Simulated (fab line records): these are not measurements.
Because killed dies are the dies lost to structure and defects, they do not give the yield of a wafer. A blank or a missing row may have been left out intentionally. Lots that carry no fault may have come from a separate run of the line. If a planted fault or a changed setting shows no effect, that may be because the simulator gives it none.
A lot that was struck, set against a sound lot -- flow n5-finfet -- 44 steps out of a route of 1938
Sound: these wafers, L631.1, L631.3, L631.6. Wafers L639.2, L639.3 were the ones struck. At the end, the cause is stated.
At each step with rows: each side's tool, then ch and its chambers, then its first start. Under that, the readings that differ: sound wafers -- struck wafers -- difference of the means -- sigmas: that difference in standard deviations of wafers without a fault.
alike: readings with means less than 2 such deviations apart, plus words and numbers identical on both sides. not compared: withheld readings, readings lacking a value on some wafer, bounds such as >300 that could conceal the same value, and numbers that have no deviation in the record and whose values overlap.
The two part at a step that has a row with sigmas, a row that says differs or no value, or rows on one side only. Non-overlapping numbers with no deviation appear without sigmas and do not part them. Lack of a reading on every wafer of one side parts them only where that side has two or more wafers.

first, 6 steps without rows for these wafers: N5_FIN_SAQP_MANDREL_ETCH_22 (etches a-Si in HBr/Cl2, stops on SiNx, target depth 60 nm, bt time 10 s, time 30 s); N5_FIN_SAQP_STRIP_55 (strips in N2/H2); N5_FIN_SAQP_STRIP_23 (strips in SPM, time 750 s); N5_FIN_SAQP_SRD_66 (time 30 s); N5_FIN_SAQP_RECESS_75 (chemistry HF/NH3, target SiO2, target depth 14.4 nm, afs cycles 3, sublimation time 60 s); N5_FIN_SAQP_SPACER1_ALD_24 (deposits SiO2, target thk 20.3 nm, pulse time 1 s, purge time 2 s).
N5_FIN_SAQP_SPACER1_ETCHBACK_25: etches SiO2 in CHF3/O2, target depth 24.4 nm, time 12.2 s.
  sound on rie-diel-04 ch 2,3, day 2 23:27; struck on rie-diel-01 ch 0,1, day 5 00:32
  alike: drypump-motor-current-A, oes-product-au, rf-vpp-V, showerhead-plenum-p-Torr, throttle-valve-pct
  not compared: rf-hours-counter-h
then, 1 step without rows for these wafers: N5_FIN_SAQP_MANDREL1_REMOVE_56 (chemistry HBr/Cl2/O2, target a-Si, stops on SiNx, bt time 10 s).
N5_FIN_SAQP_CD_MEAS_27: the cd target is 20 nm.
  sound on cd-sem-01 ch 0, day 2 23:39; struck on cd-sem-03 ch 0, day 5 00:44
  alike: cd-nm
N5_FIN_SAQP_ETCH_57: etches SiNx in CH3F/O2, target depth 32.5 nm, time 46.4 s.
  sound on rie-diel-01 ch 1,3, day 2 23:42; struck on rie-diel-04 ch 0,3, day 5 00:51
  alike: drypump-motor-current-A, etch-rf-on-time-s, oes-product-au, rf-vpp-V, showerhead-plenum-p-Torr, throttle-valve-pct
  not compared: rf-hours-counter-h
then, 2 steps without rows for these wafers: N5_FIN_SAQP_ETCH_65 (etches SiO2 in CF4, target depth 4 nm, time 4.4 s); N5_FIN_SAQP_MANDREL_ETCH_58 (etches a-Si in HBr/Cl2, stops on SiNx, target depth 45 nm, bt time 10 s, time 27 s).
N5_FIN_SAQP_RECESS_63: chemistry HF/NH3, target SiO2, target depth 18 nm, afs cycles 3, sublimation time 60 s.
  sound on vapor-etch-02 ch 0,1, day 2 23:55; struck on vapor-etch-02 ch 0, day 5 01:04
  alike: drypump-motor-current-A, temp-c
then, 4 steps without rows for these wafers: N5_FIN_SAQP_COAT_68 (time 60 s, resist thk 100 nm); N5_FIN_SAQP_ETCH_69 (etches SOC in N2/H2, stops on SiNx, target depth 150 nm); N5_FIN_SAQP_ETCH_67 (etches SiNx in CH3F/O2, target depth 30 nm); N5_FIN_SAQP_STRIP_70 (strips in N2/H2).
N5_FIN_SAQP_RECESS_71: chemistry HF/NH3, target SiO2, target depth 3 nm, afs cycles 1, sublimation time 60 s.
  sound on vapor-etch-02 ch 0,1, day 3 00:39; struck on vapor-etch-02 ch 0, day 5 01:41
  alike: drypump-motor-current-A, temp-c
then, 3 steps without rows for these wafers: N5_FIN_SAQP_SPACER2_ALD_28 (deposits SiO2, target thk 8.1 nm, pulse time 1 s, purge time 2 s); N5_FIN_SAQP_SPACER2_ETCHBACK_29 (etches SiO2 in CHF3/O2, target depth 12.2 nm, time 6.1 s); N5_FIN_SAQP_MANDREL2_REMOVE_60 (chemistry HBr/Cl2/O2, target a-Si, stops on SiNx, bt time 10 s).
N5_FIN_SAQP_CD_MEAS_31: the cd target is 8 nm.
  sound on cd-sem-03 ch 0, day 3 01:33; struck on cd-sem-03 ch 0, day 5 02:33
  alike: cd-nm
then, 1 step without rows for these wafers: N5_FIN_SAQP_HM_OPEN_33 (chemistry CH3F/O2, target SiNx, target depth 49.4 nm, time 70.6 s).
N5_FIN_SAQP_ETCH_34: etches SiO2 in C4F6/O2, target depth 45 nm, time 15 s.
  sound on rie-diel-01 ch 1,2,3, day 3 01:40; struck on rie-diel-04 ch 0,3, day 5 02:40
  alike: drypump-motor-current-A, etch-rf-on-time-s, oes-product-au, rf-vpp-V, showerhead-plenum-p-Torr, throttle-valve-pct
  not compared: rf-hours-counter-h
N5_FIN_SAQP_STRIP_77: strips in N2/H2, time 90 s.
  sound on rie-diel-01 ch 1,2,3, day 3 01:41; struck on rie-diel-04 ch 0,3, day 5 02:41
  alike: drypump-motor-current-A, oes-product-au, rf-vpp-V, showerhead-plenum-p-Torr, temp-c, throttle-valve-pct
  not compared: rf-hours-counter-h
N5_FIN_SAQP_HM_CD_35: the cd target is 8 nm.
  sound on cd-sem-01 at day 3 01:49; struck on cd-sem-03 at day 5 02:49
  alike: cd-nm
then, 2 steps without rows for these wafers: N5_FIN_SAQP_ETCH_64 (etches SiO2 in CF4, target depth 1.5 nm); N5_FIN_SAQP_FIN_ETCH_36 (etches the open film in HBr/Cl2/O2, target depth 120 nm, time 50.4 s).
N5_FIN_SAQP_CD_MEAS_37: the cd target is 8 nm.
  sound on cd-sem-01 at day 3 02:00; struck on cd-sem-03 at day 5 03:00
  alike: cd-nm
then, 3 steps without rows for these wafers: N5_FIN_SAQP_PRECLEAN_38 (cleans in O3/DIW, time 45 s); N5_FIN_SAQP_PRECLEAN_45 (cleans in dHF, time 10 s); N5_FIN_SAQP_SRD_39 (time 30 s).
N5_FIN_SAQP_OCD_MEAS_76:
  sound on ocd-01 at day 3 02:06; struck on ocd-01 at day 5 03:06
  alike: trench-depth-nm
N5_FIN_SAQP_INSPECT_40: inspects for defects (brightfield).
  sound on defect-inspect-01 at day 3 02:08; struck on defect-inspect-02 at day 5 03:08
reading,sound,struck,difference,sigmas
raw-defect-count,156 131 132,699 657,+538,+8
then, 8 steps without rows for these wafers: N5_FIN_CUT_COAT_18 (time 60 s, resist thk 230 nm); N5_FIN_CUT_COAT_19 (time 60 s, resist thk 20 nm); N5_FIN_CUT_COAT_29 (time 60 s, resist thk 10 nm); N5_FIN_CUT_COAT_02 (resist thk 30 nm); N5_FIN_CUT_EBR_04; N5_FIN_CUT_SOFTBAKE_03 (time 60 s); N5_FIN_CUT_EXPOSE_05 (exposes mask FIN CUT); N5_FIN_CUT_PEB_06 (peb time 60 s).
N5_FIN_CUT_INSPECT_10: inspects for defects (brightfield).
  sound on defect-inspect-01 at day 3 02:39; struck on defect-inspect-01 at day 5 03:39
reading,sound,struck,difference,sigmas
raw-defect-count,25 32 28,464 446,+427,+36
after that, 1 step had no rows for these wafers: N5_PASSIVATION_PROBE_49.

WHERE THEY PART
At N5_FIN_SAQP_INSPECT_40 first; at N5_FIN_CUT_INSPECT_10 last (within this record only).

WHY: what had been put in by the simulator
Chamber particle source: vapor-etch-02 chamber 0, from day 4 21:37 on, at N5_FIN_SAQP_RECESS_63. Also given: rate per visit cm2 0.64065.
